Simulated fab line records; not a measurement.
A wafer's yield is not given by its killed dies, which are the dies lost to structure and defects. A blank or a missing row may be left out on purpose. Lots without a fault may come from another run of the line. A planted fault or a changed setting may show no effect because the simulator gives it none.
What tool caused it?    flow n5_finfet    33 wafers from 11 lots sampled at 5 of the route's 1938 steps

== WHAT EACH GAUGE READ, for each wafer ==
N5_BEOL_M4_RC_MEAS_101.
lot   measured      on         DIBL_N (mV/V)   DIBL_P (mV/V)   IOFF_N (nA/um)  IOFF_P (nA/um)  ION_N (uA/um)  ION_P (uA/um)  SS_N (mV/dec)   SS_P (mV/dec)   VT_N (mV)    VT_P (mV)
L107  day 9 11:10   prober-01  39.2 37.5 33.2  40.5 39.0 32.6  0.22 0.17 0.10  0.34 0.29 0.18  686 677 646    483 471 455    71.1 71.0 69.9  74.5 73.9 72.5  243 247 255  -239 -244 -252
L109  day 10 02:23  prober-02  37.3 33.2 34.2  37.3 32.7 34.5  0.16 0.11 0.13  0.25 0.18 0.20  690 685 676    480 474 477    71.2 70.0 70.5  73.6 72.5 72.5  248 253 251  -247 -250 -249
L112  day 10 06:55  prober-02  35.6 37.4 34.8  35.6 37.6 36.4  0.12 0.16 0.13  0.20 0.22 0.21  653 651 661    462 448 462    71.6 72.3 70.8  72.9 73.5 73.2  255 252 253  -250 -251 -248
L113  day 10 10:27  prober-02  35.9 37.2 36.9  36.8 37.1 37.2  0.17 0.17 0.16  0.24 0.22 0.23  691 664 670    476 455 462    71.0 72.0 72.5  73.7 74.0 74.4  249 251 252  -249 -249 -249
L114  day 10 21:10  prober-01  35.9 37.0 38.1  35.8 38.1 38.4  0.14 0.17 0.18  0.16 0.21 0.22  675 661 685    454 455 465    71.9 71.1 72.2  73.2 74.0 74.1  254 250 250  -256 -252 -254
L115  day 10 22:46  prober-01  36.2 36.9 35.3  36.5 37.1 35.5  0.14 0.16 0.13  0.21 0.23 0.20  674 673 674    459 467 465    71.4 71.7 71.0  73.3 74.2 73.5  256 251 251  -252 -245 -250
L124  day 13 05:08  prober-02  36.2 36.8 35.7  37.9 38.9 37.4  0.19 0.19 0.18  0.24 0.25 0.23  674 671 679    467 464 465    71.5 71.4 72.3  74.5 73.9 73.9  246 248 247  -247 -248 -247
L125  day 13 13:35  prober-02  38.5 39.1 37.1  37.6 38.6 36.5  0.19 0.21 0.17  0.21 0.23 0.20  674 693 686    453 471 466    72.4 72.5 71.5  74.1 74.6 73.9  246 247 246  -251 -252 -253
L129  day 14 07:49  prober-02  38.0 39.0 37.8  37.2 39.1 36.6  0.19 0.23 0.18  0.26 0.31 0.25  699 682 674    472 467 463    71.8 71.8 72.4  73.5 74.1 73.6  249 245 248  -244 -244 -245
L128  day 14 14:19  prober-02  38.1 35.2 35.7  37.1 34.2 34.4  0.19 0.14 0.14  0.25 0.19 0.21  669 680 678    458 466 474    71.4 71.2 71.6  73.8 72.6 73.6  249 251 249  -248 -250 -248
L130  day 14 16:10  prober-01  37.0 36.8 38.7  38.4 38.0 39.6  0.17 0.17 0.20  0.22 0.24 0.26  674 676 694    467 459 470    71.4 72.2 72.2  73.3 74.1 73.6  251 248 249  -250 -248 -248

== EACH LOT AND THE TOOL THAT RAN IT (in order: tool; ch and the chambers of the sampled wafers; start) ==
lot   N5_BEOL_M2_PRE_CLEAN_45       N5_BEOL_M2_SURFACE_TREAT_85   N5_BEOL_M2_SPUTTER_48         N5_BEOL_M2_ANNEAL_89
L107  pvd_sputter-01, day 8 03:43   pvd_sputter-03, day 8 04:03   pvd_sputter-01, day 8 04:19   pvd_sputter-01, day 8 05:17
L109  pvd_sputter-03, day 8 13:21   pvd_sputter-02, day 8 13:44   pvd_sputter-01, day 8 13:57   pvd_sputter-01, day 8 14:55
L112  pvd_sputter-01, day 8 13:47   pvd_sputter-03, day 8 14:05   pvd_sputter-03, day 8 14:18   pvd_sputter-03, day 8 15:16
L113  pvd_sputter-02, day 8 21:33   pvd_sputter-01, day 8 23:17   pvd_sputter-03, day 8 23:34   pvd_sputter-03, day 9 00:31
L114  pvd_sputter-03, day 9 02:35   pvd_sputter-03, day 9 03:04   pvd_sputter-01, day 9 03:26   pvd_sputter-01, day 9 04:24
L115  pvd_sputter-01, day 9 07:14   pvd_sputter-02, day 9 07:44   pvd_sputter-03, day 9 08:16   pvd_sputter-03, day 9 09:13
L124  pvd_sputter-03, day 11 17:12  pvd_sputter-02, day 11 17:33  pvd_sputter-03, day 11 17:57  pvd_sputter-03, day 11 18:55
L125  pvd_sputter-02, day 12 09:47  pvd_sputter-02, day 12 10:06  pvd_sputter-02, day 12 10:20  pvd_sputter-02, day 12 11:18
L129  pvd_sputter-02, day 12 16:06  pvd_sputter-02, day 12 16:28  pvd_sputter-01, day 12 16:47  pvd_sputter-01, day 12 17:44
L128  pvd_sputter-03, day 12 20:55  pvd_sputter-02, day 12 21:13  pvd_sputter-01, day 12 21:31  pvd_sputter-01, day 12 22:29
L130  pvd_sputter-02, day 12 23:44  pvd_sputter-02, day 13 00:06  pvd_sputter-01, day 13 00:46  pvd_sputter-01, day 13 01:43
- N5_BEOL_M2_PRE_CLEAN_45: time 30 s.
- N5_BEOL_M2_SURFACE_TREAT_85
- N5_BEOL_M2_SPUTTER_48: material Cu, target thk 4.5 nm, time 8.29 s.
- N5_BEOL_M2_ANNEAL_89: time 240 s.

== AS READ BY THE TOOLS THEMSELVES (means over the sampled wafers that have a number; for cases with no such wafer, the mark the record gives instead) ==
N5_BEOL_M2_PRE_CLEAN_45.
lot   tool            heater_power_w (W)
L107  pvd_sputter-01  336
L109  pvd_sputter-03  296
L112  pvd_sputter-01  336
L113  pvd_sputter-02  390
L114  pvd_sputter-03  353
L115  pvd_sputter-01  330
L124  pvd_sputter-03  328
L125  pvd_sputter-02  391
L129  pvd_sputter-02  342
L128  pvd_sputter-03  333
L130  pvd_sputter-02  353

N5_BEOL_M2_SPUTTER_48.
lot   tool            throttle_valve_pct (%)
L107  pvd_sputter-01  30.5
L109  pvd_sputter-01  29.6
L112  pvd_sputter-03  30.3
L113  pvd_sputter-03  30.8
L114  pvd_sputter-01  29.8
L115  pvd_sputter-03  30.3
L124  pvd_sputter-03  30.4
L125  pvd_sputter-02  30.0
L129  pvd_sputter-01  29.1
L128  pvd_sputter-01  29.5
L130  pvd_sputter-01  29.6

N5_BEOL_M2_ANNEAL_89.
lot   tool            heater_power_w (W)  susceptor_temp_C (C)
L107  pvd_sputter-01  828                 400.05
L109  pvd_sputter-01  768                 399.95
L112  pvd_sputter-03  -                   -
L113  pvd_sputter-03  -                   -
L114  pvd_sputter-01  -                   -
L115  pvd_sputter-03  854                 399.87
L124  pvd_sputter-03  902                 400.05
L125  pvd_sputter-02  884                 400.08
L129  pvd_sputter-01  856                 399.97
L128  pvd_sputter-01  794                 400.05
L130  pvd_sputter-01  800                 399.87

== THE ANSWER, worked out from the rows above alone ==
Rule: the usual values come from the lots themselves. Put in order of their means at a reading, lots are off if they are a third of the lots or fewer, leave a main group of 4 or more, and stand apart from it by a gap of 3 or more times the standard deviation of the main group's means; of several such gaps the widest counts. Not used: any main group whose means are identical at the precision the tables above print for the reading. Also off: a lot with no number at a reading for which 4 or more lots have one. Where the step has rows for the other lots, those lots are counted as sound. The gauges are gone through in route order, then the tools' own readings, and for those a lot's mean is taken as printed above. The first step at which some lot is off is used, and at that step the reading that is off furthest; a lot without a number counts as furthest.
Off at N5_BEOL_M2_ANNEAL_89 (heater_power_w): L112, L113, L114. Without a number there: L112, L113, L114. For the main group the mean is 836 W and the standard deviation 43.
If a tool, at that step or one of the process steps before it, ran each lot that is off and ran no sound lot following the first of them, it fits. Not one of the candidates tried fits.

== WHAT HAD BEEN PUT IN BY THE SIMULATOR ==
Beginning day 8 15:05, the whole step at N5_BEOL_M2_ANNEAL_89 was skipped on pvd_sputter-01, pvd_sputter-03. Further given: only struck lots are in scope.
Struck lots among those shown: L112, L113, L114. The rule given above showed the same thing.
